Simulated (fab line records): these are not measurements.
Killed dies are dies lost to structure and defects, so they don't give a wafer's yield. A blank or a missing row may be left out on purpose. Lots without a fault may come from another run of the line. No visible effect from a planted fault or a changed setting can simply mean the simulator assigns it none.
The tool behind it: which one? || flow nand harc || Sampling: 14 lots, 42 wafers, 4 of 1302 route steps

== WHAT THE GAUGES SHOWED, per wafer ==
No reading from a measuring or inspecting step in the record can be judged against a usual standard deviation.

== WHAT TOOL EACH LOT RAN ON (gives the tool, then ch and the chambers of the sampled wafers, and finally the start) ==
{"lot": "L678", "NHARC_A_M1_DEGAS_29": "pvd sputter-01, day 23 18:11", "NHARC_A_M1_CMP_23": "cmp-02 ch 2,3, day 23 19:17", "NHARC_A_BONDPAD_PEB_07": "litho track-02 ch 0, day 23 21:29", "NHARC_A_BONDPAD_ANNEAL_28": "rtp anneal-02 ch 0, day 23 23:35"}
{"lot": "L679", "NHARC_A_M1_DEGAS_29": "pvd sputter-03, day 24 07:19", "NHARC_A_M1_CMP_23": "cmp-03 ch 0,1,2, day 24 08:24", "NHARC_A_BONDPAD_PEB_07": "litho track-07 ch 0, day 24 10:35", "NHARC_A_BONDPAD_ANNEAL_28": "rtp anneal-02 ch 0, day 24 12:37"}
{"lot": "L680", "NHARC_A_M1_DEGAS_29": "pvd sputter-03, day 25 17:52", "NHARC_A_M1_CMP_23": "cmp-04 ch 0,2,3, day 25 18:57", "NHARC_A_BONDPAD_PEB_07": "litho track-03 ch 0, day 25 21:16", "NHARC_A_BONDPAD_ANNEAL_28": "rtp anneal-01 ch 0, day 25 23:15"}
{"lot": "L682", "NHARC_A_M1_DEGAS_29": "pvd sputter-02, day 26 00:02", "NHARC_A_M1_CMP_23": "cmp-02 ch 1,2, day 26 01:07", "NHARC_A_BONDPAD_PEB_07": "litho track-02 ch 0, day 26 03:25", "NHARC_A_BONDPAD_ANNEAL_28": "rtp anneal-02 ch 0, day 26 05:23"}
{"lot": "L683", "NHARC_A_M1_DEGAS_29": "pvd sputter-01, day 26 22:26", "NHARC_A_M1_CMP_23": "cmp-02 ch 1,2,3, day 26 23:40", "NHARC_A_BONDPAD_PEB_07": "litho track-02 ch 0, day 27 01:56", "NHARC_A_BONDPAD_ANNEAL_28": "rtp anneal-02 ch 0, day 27 03:56"}
{"lot": "L687", "NHARC_A_M1_DEGAS_29": "pvd sputter-01, day 27 23:50", "NHARC_A_M1_CMP_23": "cmp-03 ch 0,1,3, day 28 00:57", "NHARC_A_BONDPAD_PEB_07": "litho track-07, day 28 03:14", "NHARC_A_BONDPAD_ANNEAL_28": "rtp anneal-01 ch 0, day 28 05:23"}
{"lot": "L686", "NHARC_A_M1_DEGAS_29": "pvd sputter-01, day 28 10:11", "NHARC_A_M1_CMP_23": "cmp-03 ch 1,2,3, day 28 11:19", "NHARC_A_BONDPAD_PEB_07": "litho track-02, day 28 13:31", "NHARC_A_BONDPAD_ANNEAL_28": "rtp anneal-01 ch 0, day 28 15:29"}
{"lot": "L691", "NHARC_A_M1_DEGAS_29": "pvd sputter-02, day 29 04:49", "NHARC_A_M1_CMP_23": "cmp-03 ch 1,2, day 29 05:52", "NHARC_A_BONDPAD_PEB_07": "litho track-02 ch 0, day 29 08:16", "NHARC_A_BONDPAD_ANNEAL_28": "rtp anneal-01 ch 0, day 29 10:29"}
{"lot": "L692", "NHARC_A_M1_DEGAS_29": "pvd sputter-01, day 30 05:31", "NHARC_A_M1_CMP_23": "cmp-02 ch 0,1,3, day 30 06:36", "NHARC_A_BONDPAD_PEB_07": "litho track-07 ch 0, day 30 08:47", "NHARC_A_BONDPAD_ANNEAL_28": "rtp anneal-01 ch 0, day 30 10:45"}
{"lot": "L693", "NHARC_A_M1_DEGAS_29": "pvd sputter-02, day 30 11:28", "NHARC_A_M1_CMP_23": "cmp-03 ch 0,1,3, day 30 12:32", "NHARC_A_BONDPAD_PEB_07": "litho track-03 ch 0, day 30 14:51", "NHARC_A_BONDPAD_ANNEAL_28": "rtp anneal-01 ch 0, day 30 16:56"}
{"lot": "L695", "NHARC_A_M1_DEGAS_29": "pvd sputter-03, day 31 08:12", "NHARC_A_M1_CMP_23": "cmp-04 ch 0,2,3, day 31 09:19", "NHARC_A_BONDPAD_PEB_07": "litho track-02 ch 0, day 31 11:29", "NHARC_A_BONDPAD_ANNEAL_28": "rtp anneal-01 ch 0, day 31 13:37"}
{"lot": "L696", "NHARC_A_M1_DEGAS_29": "pvd sputter-03, day 31 22:02", "NHARC_A_M1_CMP_23": "cmp-03 ch 0,2, day 31 23:09", "NHARC_A_BONDPAD_PEB_07": "litho track-02 ch 0, day 32 01:19", "NHARC_A_BONDPAD_ANNEAL_28": "rtp anneal-01 ch 0, day 32 03:41"}
{"lot": "L697", "NHARC_A_M1_DEGAS_29": "pvd sputter-02, day 32 01:56", "NHARC_A_M1_CMP_23": "cmp-04 ch 2,3, day 32 03:01", "NHARC_A_BONDPAD_PEB_07": "litho track-02 ch 0, day 32 05:12", "NHARC_A_BONDPAD_ANNEAL_28": "rtp anneal-01 ch 0, day 32 07:16"}
{"lot": "L698", "NHARC_A_M1_DEGAS_29": "pvd sputter-01, day 32 05:03", "NHARC_A_M1_CMP_23": "cmp-03 ch 0,1, day 32 06:08", "NHARC_A_BONDPAD_PEB_07": "litho track-03 ch 0, day 32 08:20", "NHARC_A_BONDPAD_ANNEAL_28": "rtp anneal-01 ch 0, day 32 10:22"}
- NHARC_A_M1_DEGAS_29: time 60 s.
- NHARC_A_M1_CMP_23: polishes, t overpolish 20 s, target thk 154.34 nm.
- NHARC_A_BONDPAD_PEB_07: peb time 80 s.
- NHARC_A_BONDPAD_ANNEAL_28: time 90 s.

== AS READ BY THE TOOLS THEMSELVES (means over the sampled wafers that have a number; for cases with no such wafer, the mark the record gives instead) ==
NHARC_A_M1_DEGAS_29.
{"lot": "L678", "tool": "pvd sputter-01", "heater power w (W)": 391}
{"lot": "L679", "tool": "pvd sputter-03", "heater power w (W)": 320}
{"lot": "L680", "tool": "pvd sputter-03", "heater power w (W)": 320}
{"lot": "L682", "tool": "pvd sputter-02", "heater power w (W)": 341}
{"lot": "L683", "tool": "pvd sputter-01", "heater power w (W)": 346}
{"lot": "L687", "tool": "pvd sputter-01", "heater power w (W)": 342}
{"lot": "L686", "tool": "pvd sputter-01", "heater power w (W)": 351}
{"lot": "L691", "tool": "pvd sputter-02", "heater power w (W)": 344}
{"lot": "L692", "tool": "pvd sputter-01", "heater power w (W)": 349}
{"lot": "L693", "tool": "pvd sputter-02", "heater power w (W)": 332}
{"lot": "L695", "tool": "pvd sputter-03", "heater power w (W)": 327}
{"lot": "L696", "tool": "pvd sputter-03", "heater power w (W)": 315}
{"lot": "L697", "tool": "pvd sputter-02", "heater power w (W)": 332}
{"lot": "L698", "tool": "pvd sputter-01", "heater power w (W)": 305}

NHARC_A_M1_CMP_23.
{"lot": "L678", "tool": "cmp-02", "motor current A (A)": 12.2, "time to endpoint s (s)": 26.0}
{"lot": "L679", "tool": "cmp-03", "motor current A (A)": 12.5, "time to endpoint s (s)": 33.1}
{"lot": "L680", "tool": "cmp-04", "motor current A (A)": 11.7, "time to endpoint s (s)": 31.4}
{"lot": "L682", "tool": "cmp-02", "motor current A (A)": 12.5, "time to endpoint s (s)": 28.1}
{"lot": "L683", "tool": "cmp-02", "motor current A (A)": 12.8, "time to endpoint s (s)": 31.7}
{"lot": "L687", "tool": "cmp-03", "motor current A (A)": 12.3, "time to endpoint s (s)": 27.3}
{"lot": "L686", "tool": "cmp-03", "motor current A (A)": 12.2, "time to endpoint s (s)": 29.8}
{"lot": "L691", "tool": "cmp-03", "motor current A (A)": 11.9, "time to endpoint s (s)": 29.7}
{"lot": "L692", "tool": "cmp-02", "motor current A (A)": 13.2, "time to endpoint s (s)": 29.7}
{"lot": "L693", "tool": "cmp-03", "motor current A (A)": 12.4, "time to endpoint s (s)": 28.1}
{"lot": "L695", "tool": "cmp-04", "motor current A (A)": 12.1, "time to endpoint s (s)": 30.8}
{"lot": "L696", "tool": "cmp-03", "motor current A (A)": 13.0, "time to endpoint s (s)": 27.4}
{"lot": "L697", "tool": "cmp-04", "motor current A (A)": 12.6, "time to endpoint s (s)": 28.8}
{"lot": "L698", "tool": "cmp-03", "motor current A (A)": 12.3, "time to endpoint s (s)": 28.5}

NHARC_A_BONDPAD_PEB_07.
{"lot": "L678", "tool": "litho track-02", "chill plate temp C (C)": 22.97, "exhaust pa (Pa)": 45.2, "heater power total W (W)": 190.4, "plate temp C (C)": 128.20, "resist line temp C (C)": 22.96}
{"lot": "L679", "tool": "litho track-07", "chill plate temp C (C)": 23.02, "exhaust pa (Pa)": 45.5, "heater power total W (W)": 189.8, "plate temp C (C)": 128.03, "resist line temp C (C)": 23.02}
{"lot": "L680", "tool": "litho track-03", "chill plate temp C (C)": 23.08, "exhaust pa (Pa)": 45.7, "heater power total W (W)": 189.8, "plate temp C (C)": 128.10, "resist line temp C (C)": 22.90}
{"lot": "L682", "tool": "litho track-02", "chill plate temp C (C)": 23.02, "exhaust pa (Pa)": 46.4, "heater power total W (W)": 189.8, "plate temp C (C)": 128.23, "resist line temp C (C)": 22.99}
{"lot": "L683", "tool": "litho track-02", "chill plate temp C (C)": 22.97, "exhaust pa (Pa)": 44.9, "heater power total W (W)": 189.5, "plate temp C (C)": 127.96, "resist line temp C (C)": 23.07}
{"lot": "L687", "tool": "litho track-07", "chill plate temp C (C)": "-", "exhaust pa (Pa)": "-", "heater power total W (W)": "-", "plate temp C (C)": "-", "resist line temp C (C)": "-"}
{"lot": "L686", "tool": "litho track-02", "chill plate temp C (C)": "-", "exhaust pa (Pa)": "-", "heater power total W (W)": "-", "plate temp C (C)": "-", "resist line temp C (C)": "-"}
{"lot": "L691", "tool": "litho track-02", "chill plate temp C (C)": 22.88, "exhaust pa (Pa)": 44.2, "heater power total W (W)": 189.7, "plate temp C (C)": 127.89, "resist line temp C (C)": 22.86}
{"lot": "L692", "tool": "litho track-07", "chill plate temp C (C)": 23.01, "exhaust pa (Pa)": 45.1, "heater power total W (W)": 189.7, "plate temp C (C)": 127.97, "resist line temp C (C)": 23.02}
{"lot": "L693", "tool": "litho track-03", "chill plate temp C (C)": 22.94, "exhaust pa (Pa)": 45.2, "heater power total W (W)": 190.3, "plate temp C (C)": 128.06, "resist line temp C (C)": 23.04}
{"lot": "L695", "tool": "litho track-02", "chill plate temp C (C)": 23.01, "exhaust pa (Pa)": 45.2, "heater power total W (W)": 189.9, "plate temp C (C)": 127.88, "resist line temp C (C)": 23.08}
{"lot": "L696", "tool": "litho track-02", "chill plate temp C (C)": 22.99, "exhaust pa (Pa)": 45.1, "heater power total W (W)": 190.1, "plate temp C (C)": 127.98, "resist line temp C (C)": 23.10}
{"lot": "L697", "tool": "litho track-02", "chill plate temp C (C)": 22.97, "exhaust pa (Pa)": 45.2, "heater power total W (W)": 189.5, "plate temp C (C)": 127.86, "resist line temp C (C)": 22.96}
{"lot": "L698", "tool": "litho track-03", "chill plate temp C (C)": 23.06, "exhaust pa (Pa)": 44.7, "heater power total W (W)": 189.6, "plate temp C (C)": 128.06, "resist line temp C (C)": 22.98}

NHARC_A_BONDPAD_ANNEAL_28.
{"lot": "L678", "tool": "rtp anneal-02", "wafer_temp_C_max": 225.9}
{"lot": "L679", "tool": "rtp anneal-02", "wafer_temp_C_max": 225.9}
{"lot": "L680", "tool": "rtp anneal-01", "wafer_temp_C_max": 226.5}
{"lot": "L682", "tool": "rtp anneal-02", "wafer_temp_C_max": 225.8}
{"lot": "L683", "tool": "rtp anneal-02", "wafer_temp_C_max": 225.8}
{"lot": "L687", "tool": "rtp anneal-01", "wafer_temp_C_max": 226.5}
{"lot": "L686", "tool": "rtp anneal-01", "wafer_temp_C_max": 226.3}
{"lot": "L691", "tool": "rtp anneal-01", "wafer_temp_C_max": 226.7}
{"lot": "L692", "tool": "rtp anneal-01", "wafer_temp_C_max": 226.6}
{"lot": "L693", "tool": "rtp anneal-01", "wafer_temp_C_max": 226.6}
{"lot": "L695", "tool": "rtp anneal-01", "wafer_temp_C_max": 226.6}
{"lot": "L696", "tool": "rtp anneal-01", "wafer_temp_C_max": 226.7}
{"lot": "L697", "tool": "rtp anneal-01", "wafer_temp_C_max": 226.9}
{"lot": "L698", "tool": "rtp anneal-01", "wafer_temp_C_max": 226.7}

== THE ANSWER, worked out from the rows above alone ==
Rule: usual is defined by the lots themselves. The widest of any qualifying gaps counts: lots, ordered by their means at a reading, are off when they make up no more than a third of the lots, leave a main group of 4 or more, and stand apart from it by 3 or more times the standard deviation of that group's means. A main group is skipped when, at the precision printed for the reading in the tables above, its means are all equal. Also off: a lot with no number at a reading for which 4 or more lots have one. Where the step has rows for the other lots, those lots are counted as sound. Order of review: gauges by route order, followed by the tools' own readings, for which a lot's mean as printed above is used. The first step at which some lot is off is used, and at that step the reading that is off furthest; a lot without a number counts as furthest.
Off at NHARC_A_BONDPAD_PEB_07 (chill plate temp C): L687, L686. Without a number there: L687, L686. The main group: mean 22.99 C, standard deviation 0.051.
A tool fits if, at that step or a process step before it, it ran every lot that is off, and no sound lot after the first of them. Of those tried, none fits.

== WHAT HAD BEEN PUT IN BY THE SIMULATOR ==
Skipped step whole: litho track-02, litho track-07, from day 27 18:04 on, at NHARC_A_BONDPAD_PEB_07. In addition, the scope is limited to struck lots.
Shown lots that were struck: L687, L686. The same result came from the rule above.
